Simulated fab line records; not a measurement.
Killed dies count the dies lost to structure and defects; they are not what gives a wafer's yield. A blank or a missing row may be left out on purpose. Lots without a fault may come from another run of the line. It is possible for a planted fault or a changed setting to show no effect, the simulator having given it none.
Split-lot experiment	flow n5 finfet	39 wafers read from 7 lots, route of 1938 steps

## ON THE SPLIT
At N5_DUMMY_GATE_EXPOSE_12 (exposes mask GATE, target cd 25 nm), the setting dose mj was moved away from the recipe's 34 on 12 of the 39 wafers read, by -7.6% to +5.0%. The other wafers ran this setting at the recipe's value.

## FROM THE SPLIT TO THE READING: what the file shows between them, 2 steps
- N5_DUMMY_GATE_PEB_13: peb time 60 s
- N5_DUMMY_GATE_DEVELOP_14: develop time 30 s

## THE READING
cd nm at N5_DUMMY_GATE_CD_MEAS_15, given in nm (cd target 25.8 nm). Fault-free wafers of this fab line usually give 24.83 nm, standard deviation 0.23 nm.

wafer	tool, chamber at the split	dose mj as run	against the recipe	cd nm, nm	against lot-mates on the recipe
L075.1	euv scanner-02, 0	34	recipe	25.13	-
L075.2	euv scanner-02, 0	33.3	-2.1%	24.86	-0.18
L075.3	euv scanner-02, 0	34	recipe	24.95	-
L075.4	euv scanner-02, 0	33.3	-2.1%	25.46	+0.42
L075.5	euv scanner-02, 0	34	recipe	25.05	-
L075.6	euv scanner-02, 0	33.3	-2.1%	25.38	+0.34
L080.1	euv scanner-01, 0	34	recipe	24.84	-
L080.2	euv scanner-01, 0	34	recipe	24.39	-
L080.3	euv scanner-01, 0	34	recipe	24.76	-
L080.4	euv scanner-01, 0	34	recipe	24.59	-
L080.5	euv scanner-01, 0	34	recipe	24.85	-
L080.6	euv scanner-01, 0	34	recipe	24.67	-
L082.2	euv scanner-01, 0	34	recipe	24.95	-
L082.3	euv scanner-01, 0	34	recipe	25.07	-
L082.6	euv scanner-01, 0	34	recipe	24.73	-
L084.1	euv scanner-02, 0	34	recipe	24.87	-
L084.2	euv scanner-02, 0	35.33	+3.9%	24.01	-0.98
L084.3	euv scanner-02, 0	35.33	+3.9%	24.19	-0.80
L084.4	euv scanner-02, 0	34	recipe	24.68	-
L084.5	euv scanner-02, 0	34	recipe	25.41	-
L084.6	euv scanner-02, 0	35.33	+3.9%	24.33	-0.66
L091.1	euv scanner-02, 0	35.7	+5.0%	23.86	-0.83
L091.2	euv scanner-02, 0	34	recipe	24.47	-
L091.3	euv scanner-02, 0	35.7	+5.0%	23.95	-0.74
L091.4	euv scanner-02, 0	34	recipe	24.49	-
L091.5	euv scanner-02, 0	35.7	+5.0%	23.68	-1.01
L091.6	euv scanner-02, 0	34	recipe	25.11	-
L094.1	euv scanner-02, 0	34	recipe	24.31	-
L094.2	euv scanner-02, 0	34	recipe	24.41	-
L094.3	euv scanner-02, 0	34	recipe	24.59	-
L094.4	euv scanner-02, 0	34	recipe	24.81	-
L094.5	euv scanner-02, 0	34	recipe	24.92	-
L094.6	euv scanner-02, 0	34	recipe	24.45	-
L095.1	euv scanner-02, 0	31.43	-7.6%	26.43	+1.57
L095.2	euv scanner-02, 0	34	recipe	25.05	-
L095.3	euv scanner-02, 0	34	recipe	24.83	-
L095.4	euv scanner-02, 0	31.43	-7.6%	25.99	+1.13
L095.5	euv scanner-02, 0	31.43	-7.6%	26.38	+1.52
L095.6	euv scanner-02, 0	34	recipe	24.69	-

FIT RESULTS
A straight line over all 39 wafers: cd nm changes by -0.189 nm for each +1% of dose mj; r = -0.91; the points scatter about the line by 0.25 nm.
The same after taking each lot's own level away (the mean of its wafers on the recipe; 39 wafers): -0.182 nm for each +1%; r = -0.93; scatter 0.21 nm.
On that fit, the largest move of dose mj shifts the reading by 1.4 nm.
Across the lots, their own levels run from 24.582 to 25.043 nm, a range of 2.0 times the standard deviation given above.
The two slopes agree, so the slope changes little with the lot-to-lot level.
Check: for one of the wafers moved furthest among these (-7.6%), held out of the fit, the line's prediction against its lot-mates is +1.31 nm. Against them it came out at +1.57 nm.

## FURTHER SPLITS ON THESE WAFERS
Other splits were also applied to these wafers ahead of the reading. Each is held against what the fit with the lots' levels taken away leaves over:
other split on the same wafers	wafers away from the commonest value	r with cd nm (lot level and that fit taken away)
N5_FIN_CUT_ETCH_21 bias w	9	-0.02

## FILE'S OWN FIT
cd nm changes by -0.182 nm for each +1% of dose mj, r = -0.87.
